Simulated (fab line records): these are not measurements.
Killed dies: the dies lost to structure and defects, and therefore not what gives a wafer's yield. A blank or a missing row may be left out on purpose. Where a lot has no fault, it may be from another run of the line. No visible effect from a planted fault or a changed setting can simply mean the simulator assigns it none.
Matching of chambers / flow n5 finfet / N5_BEOL_M10_STRIP_19 on rie diel-04: 3 sister chambers
The step strips in O2. 3 wafers are shown with their chamber, then 7 later ones without.

== WAFERS WITH THEIR CHAMBER ==
wafer=L090.5; chamber=0; showerhead plenum p Torr (Torr)=2.04
wafer=L090.6; chamber=3; showerhead plenum p Torr (Torr)=2.20
wafer=L092.2; chamber=2; showerhead plenum p Torr (Torr)=2.10

== WAFERS WITHOUT THEIR CHAMBER ==
wafer=L092.4; showerhead plenum p Torr (Torr)=2.04
wafer=L094.4; showerhead plenum p Torr (Torr)=2.10
wafer=L094.5; showerhead plenum p Torr (Torr)=2.20
wafer=L094.6; showerhead plenum p Torr (Torr)=2.10
wafer=L096.1; showerhead plenum p Torr (Torr)=2.10
wafer=L096.2; showerhead plenum p Torr (Torr)=2.03
wafer=L096.5; showerhead plenum p Torr (Torr)=2.03

== WHICH CHAMBER EACH ONE RAN IN ==
wafer=L092.4; from the rows above=0; in truth=0
wafer=L094.4; from the rows above=2; in truth=2
wafer=L094.5; from the rows above=3; in truth=3
wafer=L094.6; from the rows above=2; in truth=2
wafer=L096.1; from the rows above=2; in truth=2
wafer=L096.2; from the rows above=0; in truth=0
wafer=L096.5; from the rows above=0; in truth=0
Correctly placed: 7 of 7. Number that these rows cannot place: 0. Placed wrongly: 0.
How it was worked out, from the rows above alone: a wafer's distance from a chamber is the root of the sum, over the readings, of the square of ((its reading less the chamber's mean) divided by the reading's scatter). If the next closest chamber is less than 2 further off than the closest, the wafer can't be placed; otherwise it belongs to the closest. The mean given for a chamber averages the wafers shown for that chamber. The scatter: with one shown wafer a chamber, the root of the mean of the squares of how far each hidden wafer lies from its nearest shown one.
